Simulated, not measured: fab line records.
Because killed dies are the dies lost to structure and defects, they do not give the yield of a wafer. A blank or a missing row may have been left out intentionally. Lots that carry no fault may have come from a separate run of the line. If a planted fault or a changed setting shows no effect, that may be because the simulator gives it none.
Chamber matching || flow n5-finfet || 4 sister chambers for N5_BEOL_M10_ETCH_62 on rie-diel-06
The step etches SOC in N2/H2, target depth 110 nm, overetch 22 nm, time 165 s. 8 wafers are shown with their chamber, then 7 later ones without.

EACH WAFER AND ITS CHAMBER
{"wafer": "L076.3", "chamber": 2, "drypump-motor-current-A (A)": 5.4, "showerhead-plenum-p-Torr (Torr)": 2.45}
{"wafer": "L080.5", "chamber": 3, "drypump-motor-current-A (A)": 6.6, "showerhead-plenum-p-Torr (Torr)": 2.56}
{"wafer": "L085.1", "chamber": 3, "drypump-motor-current-A (A)": 6.6, "showerhead-plenum-p-Torr (Torr)": 2.56}
{"wafer": "L088.2", "chamber": 0, "drypump-motor-current-A (A)": 6.2, "showerhead-plenum-p-Torr (Torr)": 2.46}
{"wafer": "L088.4", "chamber": 1, "drypump-motor-current-A (A)": 4.9, "showerhead-plenum-p-Torr (Torr)": 2.40}
{"wafer": "L088.5", "chamber": 0, "drypump-motor-current-A (A)": 6.2, "showerhead-plenum-p-Torr (Torr)": 2.46}
{"wafer": "L090.3", "chamber": 1, "drypump-motor-current-A (A)": 4.8, "showerhead-plenum-p-Torr (Torr)": 2.40}
{"wafer": "L090.4", "chamber": 2, "drypump-motor-current-A (A)": 5.5, "showerhead-plenum-p-Torr (Torr)": 2.43}

WAFERS MISSING THEIR CHAMBER
{"wafer": "L090.5", "drypump-motor-current-A (A)": 4.8, "showerhead-plenum-p-Torr (Torr)": 2.40}
{"wafer": "L094.1", "drypump-motor-current-A (A)": 6.6, "showerhead-plenum-p-Torr (Torr)": 2.55}
{"wafer": "L094.5", "drypump-motor-current-A (A)": 4.9, "showerhead-plenum-p-Torr (Torr)": 2.39}
{"wafer": "L094.6", "drypump-motor-current-A (A)": 5.4, "showerhead-plenum-p-Torr (Torr)": 2.43}
{"wafer": "L095.2", "drypump-motor-current-A (A)": 5.4, "showerhead-plenum-p-Torr (Torr)": 2.43}
{"wafer": "L095.3", "drypump-motor-current-A (A)": 4.9, "showerhead-plenum-p-Torr (Torr)": 2.39}
{"wafer": "L095.4", "drypump-motor-current-A (A)": 6.6, "showerhead-plenum-p-Torr (Torr)": 2.55}

WHICH CHAMBER EACH ONE RAN IN
{"wafer": "L090.5", "from the rows above": 1, "in truth": 1}
{"wafer": "L094.1", "from the rows above": 3, "in truth": 3}
{"wafer": "L094.5", "from the rows above": 1, "in truth": 1}
{"wafer": "L094.6", "from the rows above": 2, "in truth": 2}
{"wafer": "L095.2", "from the rows above": 2, "in truth": 2}
{"wafer": "L095.3", "from the rows above": 1, "in truth": 1}
{"wafer": "L095.4", "from the rows above": 3, "in truth": 3}
Correctly placed: 7 of 7. Left unplaced by these rows: 0. Placed wrongly: 0.
How it was worked out, from the rows above alone: a wafer's distance from a chamber is the root of the sum, over the readings, of the square of ((its reading less the chamber's mean) divided by the reading's scatter). If the next closest chamber is less than 2 further off than the closest, the wafer can't be placed; otherwise it belongs to the closest. Each chamber's mean is taken over the wafers shown for it. The scatter is the square root of a quotient: the sum, over the shown wafers, of each reading's squared deviation from its chamber's mean, divided by wafers minus chambers.
